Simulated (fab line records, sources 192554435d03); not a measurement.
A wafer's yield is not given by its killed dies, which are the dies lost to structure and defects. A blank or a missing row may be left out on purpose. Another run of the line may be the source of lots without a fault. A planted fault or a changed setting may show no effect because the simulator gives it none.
fab line records	flow n5Finfet
record: lots: 11	wafers: 33	lastDay: 17
route steps=1938 shown BEOL_M11@1538 PASSIVATION@1936
lots that met no fault: from a run of the same line without faults
startH: hours from the record's opening day to when the first of the lot's shown wafers began	waitH: time in hours since the lot's previous step	" repeats the value in the row above	L1.1+2: one row covering several wafers at once	- no value present, or no start provided	* or withheld: withheld	< > ~ a bound
route shown NAME@n: names a module that has steps shown in the file, with the first one's number in the route	usual: average and standard deviation across the fault-free wafers	same: alike in all rows	chamber/n: place in a boat	sites: each site's reading	_std_site: how widely they spread, as a standard deviation	_edge_site: inner sites' mean taken away from outer sites' mean	radiusMm: how far each site lies from the wafer's centre	mask NAME#n: copy n	behind: tool/chamber where the wafer was last shaped	hold: the reason the lot was held/the length of the hold in hours/how it ended	device: names the non-switching transistor (n, p or np)	end of line: tests of these same wafers at the route's end	for a step that has no rows: nothing shown but its recipe	killed: the dies lost at the first sort to structure and to defects; this is not the yield of the wafer	map: shows each die of a wafer: x if killed, . if not, _ if none is there
set.NAME: the setting that was run; set.NAME@STEP: the one run at that earlier step	model.NAME: the simulator's own value behind a step, which no gauge read
route steps across a sampled set of lots; one table per step, one row per wafer
services: from which hour (startH, from the record's first day; less than 0 if before it) a tool's chamber was out of use, for how many hours, and why
== steps ==
step: N5_BEOL_M11_THK_MEAS_01
recipe: reads: SiCOH_lowk_of_BEOL_M11_ILD_DEP_00
usual: M11_ILD_THK: 268/3.6
lot.wafer	tool	chamber	startH	waitH	M11_ILD_THK[nm]
L859.1	filmMetro-01	-	250.78	0.4	270
L859.2	"	-	"	"	268
L859.4	"	-	"	"	269
L861.1	filmMetro-02	-	265.29	0.4	265
L861.4	"	-	"	"	269
L861.5	"	-	"	"	270
L860.1	filmMetro-01	-	265.46	0.4	267
L860.2	"	-	"	"	271
L860.4	"	-	"	"	273
L862.2	filmMetro-02	-	266.44	0.4	266
L862.4	"	-	"	"	275
L862.5	"	-	"	"	272
L864.2	filmMetro-02	-	287.31	0.7	267
L864.3	"	-	"	"	265
L864.6	"	-	"	"	275
L868.1	filmMetro-02	-	309.23	0.4	265
L868.3	"	-	"	"	266
L868.5	"	-	"	"	267
L865.3	filmMetro-02	-	311.05	1.0	262
L865.4	"	-	"	"	268
L865.5	"	-	"	"	270
L870.2	filmMetro-01	-	318.32	0.7	267
L870.3	"	-	"	"	264
L870.6	"	-	"	"	273
L869.1	filmMetro-01	-	320.58	0.4	267
L869.3	"	-	"	"	266
L869.4	"	-	"	"	272
L874.3	filmMetro-01	-	354.02	0.5	269
L874.4	"	-	"	"	274
L874.5	"	-	"	"	274
L877.3	filmMetro-02	-	369.51	0.3	269
L877.4	"	-	"	"	268
L877.5	"	-	"	"	267
step: N5_BEOL_M11_OVL_MEAS_12
recipe: pointsPerWafer: 44
usual: M11_OVL: -0.6/0.92
lot.wafer	tool	chamber	startH	waitH	M11_OVL[nm]
L859.1	overlay-01	0	252.34	0.0	-0.6
L859.2	"	0	"	"	-2.0
L859.4	"	0	"	"	-1.2
L861.1	overlay-01	0	268.94	0.0	-1.7
L861.4	"	0	"	"	-1.0
L861.5	"	0	"	"	-1.2
L860.1	overlay-01	0	269.11	0.0	-0.4
L860.2	"	0	"	"	0.6
L860.4	"	0	"	"	0.5
L862.2	overlay-01	0	269.14	0.0	-0.6
L862.4	"	0	"	"	-1.4
L862.5	"	0	"	"	0.4
L864.2	overlay-02	0	288.18	0.0	1.5
L864.3	"	0	"	"	-0.1
L864.6	"	0	"	"	0.2
L868.1	overlay-02	0	310.73	0.0	-0.2
L868.3	"	0	"	"	0.1
L868.5	"	0	"	"	-1.2
L865.3	overlay-01	0	311.87	0.0	-1.3
L865.4	"	0	"	"	0.2
L865.5	"	0	"	"	0.2
L870.2	overlay-02	0	319.05	0.0	-0.9
L870.3	"	0	"	"	-0.7
L870.6	"	0	"	"	-0.7
L869.1	overlay-01	0	321.76	0.0	1.1
L869.3	"	0	"	"	0.1
L869.4	"	0	"	"	-0.2
L874.3	overlay-01	0	354.64	0.0	-1.4
L874.4	"	0	"	"	-2.1
L874.5	"	0	"	"	-1.1
L877.3	overlay-02	0	370.40	0.0	-0.7
L877.4	"	0	"	"	-0.3
L877.5	"	0	"	"	-1.3
step: N5_BEOL_M11_STRIP_67
recipe: chemistry: CF4	resist: SiARC	powerW: 300	biasPowerW: 75	pressureMtorr: 50	cf4FlowSccm: 150	rfFrequencyHz: 6e+07
usual: drypumpMotorCurrentA: 5.7/0.39	oesProductAu: 0.80/0.091	rfVppV: 271.6/1.1	showerheadPlenumPTorr: 1.82/0.046	throttleValvePct: 13.56/0.26
lot.wafer	tool	chamber	startH	waitH	drypumpMotorCurrentA	oesProductAu	rfHoursCounterH	rfVppV	showerheadPlenumPTorr	throttleValvePct
L859.1	rieDiel-06	0	252.79	0.0	5.3	0.83	81	271.1	1.81	13.42
L859.2	"	1	"	"	5.8	0.72	232	273.0	1.85	13.87
L859.4	"	0	"	"	5.4	0.83	-	271.1	1.81	13.44
L861.1	rieDiel-03	2	269.23	0.0	5.8	0.91	18	271.2	1.76	13.35
L861.4	"	0	"	"	5.3	0.76	175	271.9	1.87	13.71
L861.5	"	0	"	"	5.3	0.76	-	272.8	1.87	13.70
L860.1	rieDiel-06	0	269.39	0.0	5.3	0.82	86	272.0	1.81	13.43
L860.2	"	1	"	"	5.8	0.71	238	272.3	1.85	13.91
L860.4	"	2	"	"	6.1	0.74	175	272.1	1.87	13.86
L862.2	rieDiel-02	2	269.44	0.0	5.1	0.73	180	271.6	1.86	13.95
L862.4	"	2	"	"	5.1	0.73	-	273.4	1.86	13.94
L862.5	"	1	"	"	6.0	0.74	-	270.5	1.80	13.35
L864.2	rieDiel-02	1	288.47	0.0	6.0	0.74	177	270.9	1.80	13.36
L864.3	"	2	"	"	5.1	0.73	186	272.9	1.86	13.95
L864.6	"	2	"	"	5.1	0.73	-	273.2	1.86	13.96
L868.1	rieDiel-03	1	311.02	0.0	5.5	0.92	20	272.2	1.77	13.32
L868.3	"	3	"	"	5.5	0.71	239	271.7	1.77	13.79
L868.5	"	3	"	"	5.5	0.71	-	271.1	1.77	13.80
L865.3	rieDiel-06	2	312.16	0.0	6.0	0.73	190	270.4	1.86	13.89
L865.4	"	2	"	"	6.1	0.73	-	272.6	1.86	13.89
L865.5	"	3	"	"	5.7	0.91	-	271.9	1.83	13.31
L870.2	rieDiel-03	0	319.34	0.0	5.3	0.75	190	273.0	1.87	13.71
L870.3	"	3	"	"	5.5	0.70	240	271.0	1.77	13.81
L870.6	"	3	"	"	5.5	0.71	-	272.0	1.77	13.79
L869.1	rieDiel-06	0	322.05	0.0	5.3	0.81	104	270.4	1.81	13.49
L869.3	"	2	"	"	6.1	0.72	193	271.4	1.86	13.89
L869.4	"	2	"	"	6.1	0.72	-	270.6	1.86	13.90
L874.3	rieDiel-06	3	356.66	0.0	5.7	0.88	29	272.8	1.83	13.34
L874.4	"	0	"	"	5.4	0.79	-	271.9	1.80	13.51
L874.5	"	2	"	"	6.1	0.71	-	273.3	1.86	13.93
L877.3	rieDiel-03	2	370.68	0.0	5.8	0.87	45	270.8	1.76	13.41
L877.4	"	0	"	"	5.3	0.74	-	272.8	1.86	13.76
L877.5	"	2	"	"	5.8	0.88	-	272.1	1.76	13.39
step: N5_BEOL_M11_COAT_63
recipe: resist: SOC	tempC: 250	timeS: 60	spinRpm: 1500	resistThkNm: 100
usual: heaterPowerTotalW: 500.4/1.8	plateTempC: 249.99/0.18
lot.wafer	tool	chamber	startH	waitH	heaterPowerTotalW	plateTempC
L859.1	lithoTrack-01	0	253.33	0.1	498.3	250.08
L859.2	"	0	"	"	499.9	250.06
L859.4	"	0	"	"	500.6	249.84
L861.1	lithoTrack-01	0	272.83	3.3	498.9	249.81
L861.4	"	0	"	"	498.1	249.70
L861.5	"	0	"	"	501.9	250.19
L860.1	lithoTrack-01	0	272.95	3.3	498.1	249.90
L860.2	"	0	"	"	498.4	249.94
L860.4	"	0	"	"	501.0	249.61
L862.2	lithoTrack-04	0	272.95	3.3	501.2	249.90
L862.4	"	0	"	"	500.2	249.50
L862.5	"	0	"	"	497.6	249.75
L864.2	lithoTrack-01	0	290.06	1.4	500.7	250.10
L864.3	"	0	"	"	498.9	250.16
L864.6	"	0	"	"	499.2	250.22
L868.1	lithoTrack-01	0	313.09	1.7	503.2	250.15
L868.3	"	0	"	"	500.1	249.93
L868.5	"	0	"	"	502.4	249.96
L865.3	lithoTrack-04	0	313.09	0.7	503.1	250.20
L865.4	"	0	"	"	498.0	249.69
L865.5	"	0	"	"	499.0	249.97
L870.2	lithoTrack-05	0	320.08	0.5	502.5	250.06
L870.3	"	0	"	"	499.4	250.06
L870.6	"	0	"	"	497.8	250.23
L869.1	lithoTrack-01	0	322.33	0.0	500.8	250.18
L869.3	"	0	"	"	498.4	250.20
L869.4	"	0	"	"	497.6	250.05
L874.3	lithoTrack-01	0	357.13	0.0	445.5	227.84
L874.4	"	0	"	"	448.8	227.58
L874.5	"	0	"	"	446.7	227.61
L877.3	lithoTrack-01	0	371.00	0.1	443.4	228.11
L877.4	"	0	"	"	446.8	227.86
L877.5	"	0	"	"	444.6	228.08
step: N5_PASSIVATION_PROBE_49
usual: defectLimitedYield: 91.3/1.4	killed_at_M0_to_M3: 34/9.2	killed_at_M4_up: 13/5.3	killedAtContacts: 12/6	killedAtFrontEnd: 39/12	killedAtOther: 4/3.3	killedDies: 102/17	killedOpen: 67/12	killedShort: 34/7.4	sort_bin_5_function: 5.1/1	sort_bin_6_memory: 3.2/0.6	sortNPass: 1078/17	sortYieldPct: 91.3/1.4
same: grossDies: 1180	killedAtBackSide: 0	sort_bin_4_leakage[%]: 0	sort_bin_8_speed[%]: 0
lot.wafer	tool	chamber	startH	waitH	defectLimitedYield[%]	killed_at_M0_to_M3	killed_at_M4_up	killedAtContacts	killedAtFrontEnd	killedAtOther	killedDies	killedOpen	killedShort	sort_bin_5_function[%]	sort_bin_6_memory[%]	sortNPass	sortYieldPct[%]
L859.1	prober-02	-	298.30	0.0	90.9	36	22	12	34	3	107	71	31	4.9	3.3	1073	90.9
L859.2	prober-02	-	298.35	0.1	92.5	40	9	12	27	0	88	51	37	4.8	2.4	1092	92.5
L859.4	prober-02	-	298.45	0.2	91.8	47	9	7	30	4	97	61	35	4.1	3.5	1083	91.8
L864.2	prober-02	-	332.78	0.1	91.2	52	10	13	26	3	104	67	35	5.1	3.6	1076	91.2
L864.3	prober-02	-	332.83	0.1	90.9	32	12	13	45	5	107	78	26	5.2	3.6	1073	90.9
L864.6	prober-02	-	332.98	0.3	90.8	36	12	7	49	5	109	77	29	5.5	3.6	1071	90.8
L868.1	prober-02	-	364.49	0.0	91.0	29	16	20	41	0	106	65	41	4.9	3.8	1074	91.0
L868.3	prober-02	-	364.59	0.1	89.0	27	16	26	58	3	130	78	49	6.9	3.7	1050	89.0
L868.5	prober-02	-	364.69	0.2	92.7	39	15	4	23	5	86	57	27	4.3	2.9	1094	92.7
L877.3	prober-02	-	415.11	0.1	90.8	30	15	15	48	1	109	77	30	5.3	3.6	1071	90.8
L877.4	prober-02	-	415.16	0.2	90.1	34	13	21	42	7	117	73	41	6.6	2.5	1063	90.1
L877.5	prober-02	-	415.21	0.2	90.7	20	14	10	65	1	110	73	37	5.9	3.1	1070	90.7
killed by level:class
L859.1 MOL_CONTACT_COAG:geometricParticle:open=10 BEOL_M0_SAQP:geometricParticle:short=10 STI_FIN_REVEAL:geometricParticle:open=7 BEOL_M4:geometricParticle:open=7 BEOL_M0_SAQP:geometricParticle:open=7 BEOL_M6:geometricParticle:open=7 BEOL_M1:geometricParticle:open=6 FIN_SAQP:geometricParticle:short=4
L859.2 BEOL_M0_SAQP:geometricParticle:short=16 MOL_CONTACT_COAG:geometricParticle:open=11 BEOL_M0_SAQP:geometricParticle:open=11 FIN_SAQP:geometricParticle:short=8 FIN_SAQP:geometricParticle:open=7 BEOL_M4:geometricParticle:open=5 BEOL_M1:geometricParticle:open=4 BEOL_M2:geometricParticle:open=4
L859.4 BEOL_M0_SAQP:geometricParticle:open=16 BEOL_M0_SAQP:geometricParticle:short=12 STI_FIN_REVEAL:geometricParticle:open=10 BEOL_M1:geometricParticle:open=9 FIN_SAQP:geometricParticle:short=7 MOL_CONTACT_COAG:geometricParticle:open=6 BEOL_M3:geometricParticle:open=4 BEOL_M4:geometricParticle:open=4
L864.2 BEOL_M2:geometricParticle:open=17 MOL_CONTACT_COAG:geometricParticle:open=10 BEOL_M1:geometricParticle:open=9 BEOL_M0_SAQP:geometricParticle:short=6 FIN_SAQP:geometricParticle:short=5 FIN_SAQP:geometricParticle:open=5 BEOL_M1:geometricParticle:short=5 STI_FIN_REVEAL:geometricParticle:open=4
L864.3 MOL_CONTACT_COAG:geometricParticle:open=12 BEOL_M3:geometricParticle:open=12 FIN_SAQP:geometricParticle:short=8 FIN_SAQP:geometricParticle:open=8 STI_FIN_REVEAL:geometricParticle:open=8 BEOL_M1:geometricParticle:open=8 DUMMY_GATE:geometricParticle:open=7 BEOL_M2:geometricParticle:open=5
L864.6 FIN_SAQP:geometricParticle:open=13 BEOL_M1:geometricParticle:open=12 FIN_SAQP:geometricParticle:short=10 BEOL_M2:geometricParticle:open=6 ILD0:geometricParticle:short=6 MOL_CONTACT_COAG:geometricParticle:open=6 BEOL_M0_SAQP:geometricParticle:open=6 DUMMY_GATE:geometricParticle:open=5
L868.1 MOL_CONTACT_COAG:geometricParticle:open=16 FIN_SAQP:geometricParticle:short=11 FIN_SAQP:geometricParticle:open=11 BEOL_M0_SAQP:geometricParticle:short=11 BEOL_M0_SAQP:geometricParticle:open=9 STI_FIN_REVEAL:geometricParticle:open=6 BEOL_M4:geometricParticle:open=6 MOL_CONTACT_COAG:geometricParticle:short=4
L868.3 FIN_SAQP:geometricParticle:open=30 MOL_CONTACT_COAG:geometricParticle:open=20 FIN_SAQP:geometricParticle:short=17 BEOL_M4:geometricParticle:open=9 BEOL_M0_SAQP:geometricParticle:short=7 MOL_CONTACT_COAG:geometricParticle:short=6 BEOL_M0_SAQP:geometricParticle:open=5 GATE_CUT:geometricParticle:short=4
L868.5 BEOL_M1:geometricParticle:open=12 FIN_SAQP:geometricParticle:open=10 FIN_SAQP:geometricParticle:short=8 BEOL_M0_SAQP:geometricParticle:open=8 BEOL_M4:geometricParticle:open=7 BEOL_M0_SAQP:geometricParticle:short=6 BEOL_M3:geometricParticle:open=6 BEOL_M2:geometricParticle:open=4
L877.3 STI_FIN_REVEAL:geometricParticle:open=15 BEOL_M2:geometricParticle:open=13 MOL_CONTACT_COAG:geometricParticle:open=11 FIN_SAQP:geometricParticle:short=8 BEOL_M4:geometricParticle:open=7 FIN_SAQP:geometricParticle:open=6 BEOL_M0_SAQP:geometricParticle:short=6 BEOL_M0_SAQP:geometricParticle:open=5
L877.4 MOL_CONTACT_COAG:geometricParticle:open=18 FIN_SAQP:geometricParticle:short=10 BEOL_M0_SAQP:geometricParticle:short=9 BEOL_M0_SAQP:geometricParticle:open=8 BEOL_M2:geometricParticle:open=7 STI_FIN_REVEAL:geometricParticle:open=6 FIN_SAQP:geometricParticle:open=5 BEOL_M3:geometricParticle:open=5
L877.5 FIN_SAQP:geometricParticle:open=16 FIN_SAQP:geometricParticle:short=14 STI_FIN_REVEAL:geometricParticle:open=10 MOL_CONTACT_COAG:geometricParticle:open=7 BEOL_M3:geometricParticle:open=7 BEOL_M4:geometricParticle:open=6 DUMMY_GATE:geometricParticle:open=5 GATE_CUT:geometricParticle:short=5
== services ==
tool	chamber	startH	hours	kind
rieDiel-06	3	250.46	-	clean
rieDiel-06	3	250.46	-	consumableReplace:focusRing
rieDiel-06	3	250.46	18.2	scheduledDown
rieDiel-06	3	250.46	18.2	ventCycle
rieDiel-02	3	261.39	-	clean
rieDiel-02	3	261.39	-	consumableReplace:focusRing
rieDiel-02	3	261.39	21.8	scheduledDown
rieDiel-02	3	261.39	21.8	ventCycle
rieDiel-02	0	283.23	-	clean
rieDiel-02	0	283.23	-	consumableReplace:focusRing
rieDiel-02	0	283.23	-	consumableReplace:showerhead
rieDiel-02	0	283.23	12.3	scheduledDown
rieDiel-06	1	305.63	-	clean
rieDiel-06	1	305.63	-	consumableReplace:focusRing
rieDiel-06	1	305.63	18.3	scheduledDown
rieDiel-06	1	305.63	18.3	ventCycle
rieDiel-02	-	315.59	2.8	pm
rieDiel-03	-	343.13	14.6	pm
rieDiel-06	1	352.47	9.0	repair
rieDiel-03	3	364.27	-	clean
rieDiel-03	3	364.27	-	consumableReplace:esc
rieDiel-03	3	364.27	-	consumableReplace:focusRing
rieDiel-03	3	364.27	21.6	scheduledDown
rieDiel-03	3	364.27	21.6	ventCycle
== key ==
firstSign: step: N5_BEOL_M11_COAT_63	reading: plateTempC	direction: down	sigmas: 99+	usual: *	struck: *
effect: step: N5_BEOL_M11_COAT_63	reading: heaterPowerTotalW	direction: down	sigmas: 30	usual: *	struck: *
metAt N5_BEOL_M11_COAT_63
struckLots L874,L877
notActingAt N5_BEOL_M11_THK_MEAS_01,N5_BEOL_M11_OVL_MEAS_12,N5_BEOL_M11_STRIP_67
onsetBetween 322.33 357.13
fault: kind: processParameterDrift	tool: lithoTrack-01	chamber: -	onsetH: 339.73	steps: N5_BEOL_M11_COAT_63	channel: tempC	offset: *	shape: step	endH: 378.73	actsIn: *	stated: *
